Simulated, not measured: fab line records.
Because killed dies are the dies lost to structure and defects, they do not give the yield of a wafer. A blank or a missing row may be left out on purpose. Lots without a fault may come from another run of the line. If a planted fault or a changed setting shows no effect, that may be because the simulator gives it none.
Chamber matching / flow n5_finfet / ald_sin-03 running N5_SD_EPI_N_LINER_46: 4 sister chambers
The step material SiNx, target thk 3 nm. 8 wafers are shown with their chamber, then 8 later ones without.

EACH WAFER AND ITS CHAMBER
wafer=L080.2; chamber=2; heater_power_w (W)=995
wafer=L080.5; chamber=3; heater_power_w (W)=793
wafer=L082.1; chamber=2; heater_power_w (W)=1006
wafer=L082.3; chamber=0; heater_power_w (W)=877
wafer=L082.4; chamber=3; heater_power_w (W)=794
wafer=L082.5; chamber=0; heater_power_w (W)=882
wafer=L082.6; chamber=1; heater_power_w (W)=804
wafer=L091.1; chamber=1; heater_power_w (W)=823

WAFERS WITH NO CHAMBER GIVEN
wafer=L091.4; heater_power_w (W)=885
wafer=L091.5; heater_power_w (W)=815
wafer=L094.1; heater_power_w (W)=791
wafer=L094.2; heater_power_w (W)=819
wafer=L094.3; heater_power_w (W)=974
wafer=L094.4; heater_power_w (W)=895
wafer=L094.5; heater_power_w (W)=1042
wafer=L094.6; heater_power_w (W)=794

EACH ONE'S CHAMBER
wafer=L091.4; from the rows above=0; in truth=0
wafer=L091.5; from the rows above=1; in truth=1
wafer=L094.1; from the rows above=3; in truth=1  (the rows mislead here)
wafer=L094.2; from the rows above=1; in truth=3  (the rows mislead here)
wafer=L094.3; from the rows above=2; in truth=2
wafer=L094.4; from the rows above=0; in truth=0
wafer=L094.5; from the rows above=2; in truth=2
wafer=L094.6; from the rows above=3; in truth=3
6 of 8 placed correctly. From these rows, 0 cannot be placed. Placed wrongly: 2.
How it was worked out, from the rows above alone: a wafer's distance from a chamber is the root of the sum, over the readings, of the square of ((its reading less the chamber's mean) divided by the reading's scatter). The wafer belongs to the nearest chamber; if the next one is less than 2 further off, it can't be placed. For every chamber, the mean is computed from those of its wafers that are shown. The scatter is the square root of a quotient: the sum, over the shown wafers, of each reading's squared deviation from its chamber's mean, divided by wafers minus chambers.
